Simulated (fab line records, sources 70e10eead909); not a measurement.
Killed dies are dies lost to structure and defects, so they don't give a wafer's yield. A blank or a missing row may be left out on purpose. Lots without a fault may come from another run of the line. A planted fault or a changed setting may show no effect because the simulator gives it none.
Which tool did it? | flow nand_harc | 6 lots, 18 wafers sampled, at 3 steps of a route of 1302

WHAT THE GAUGES READ, wafer by wafer
NHARC_P_ZERO_WELL_CD_MEAS_24: target cd 720 nm.
lot  | measured     | on        | cd_nm (nm)
L955 | day 2 18:27  | cd_sem-01 | 722.8 722.2 721.0
L957 | day 3 14:28  | cd_sem-02 | 719.3 721.4 720.4
L959 | day 4 10:29  | cd_sem-03 | 720.9 721.5 722.3
L963 | day 6 02:22  | cd_sem-02 | 719.9 720.2 720.8
L965 | day 7 00:43  | cd_sem-02 | 720.2 719.2 720.1
L974 | day 10 16:37 | cd_sem-03 | 720.5 721.7 722.2

WHICH TOOL RAN EACH LOT (tool, then ch and the chambers of the sampled wafers, then the start)
lot  | NHARC_P_ZERO_WELL_ETCH_65          | NHARC_P_ZERO_WELL_EXPOSE_21
L955 | rie_diel-08 ch 0,1,2, day 2 17:22  | krf_scanner-04 ch 0, day 2 18:18
L957 | rie_diel-08 ch 1,3, day 3 13:22    | krf_scanner-04 ch 0, day 3 14:19
L959 | rie_diel-04 ch 0,1,2, day 4 09:30  | krf_scanner-02 ch 0, day 4 10:20
L963 | rie_diel-04 ch 0,1,3, day 6 01:22  | krf_scanner-02 ch 0, day 6 02:13
L965 | rie_diel-04 ch 0,1,3, day 6 23:37  | krf_scanner-02 ch 0, day 7 00:34
L974 | rie_diel-08 ch 0,2,3, day 10 15:29 | krf_scanner-02 ch 0, day 10 16:27
- NHARC_P_ZERO_WELL_ETCH_65: etches the open film in N2/H2, target depth 80 nm, overetch 24 nm, time 87.88 s.
- NHARC_P_ZERO_WELL_EXPOSE_21: exposes mask P NWELL, target cd 720 nm.

THE ANSWER, worked out from the rows above alone
Rule: what is usual is taken from the lots themselves. Put in order of their means at a reading, lots are off if they are a third of the lots or fewer, leave a main group of 4 or more, and stand apart from it by a gap of 3 or more times the standard deviation of the main group's means; of several such gaps the widest counts. A main group whose means are all the same, to the digits that the tables above print for the reading, isn't used. A lot without any number at a reading at which 4 lots or more have one is off too. The other lots that the step has rows for count as sound.
No lot is off at any reading shown: from this, nothing can be told.

WHAT THE SIMULATOR HAD PUT IN
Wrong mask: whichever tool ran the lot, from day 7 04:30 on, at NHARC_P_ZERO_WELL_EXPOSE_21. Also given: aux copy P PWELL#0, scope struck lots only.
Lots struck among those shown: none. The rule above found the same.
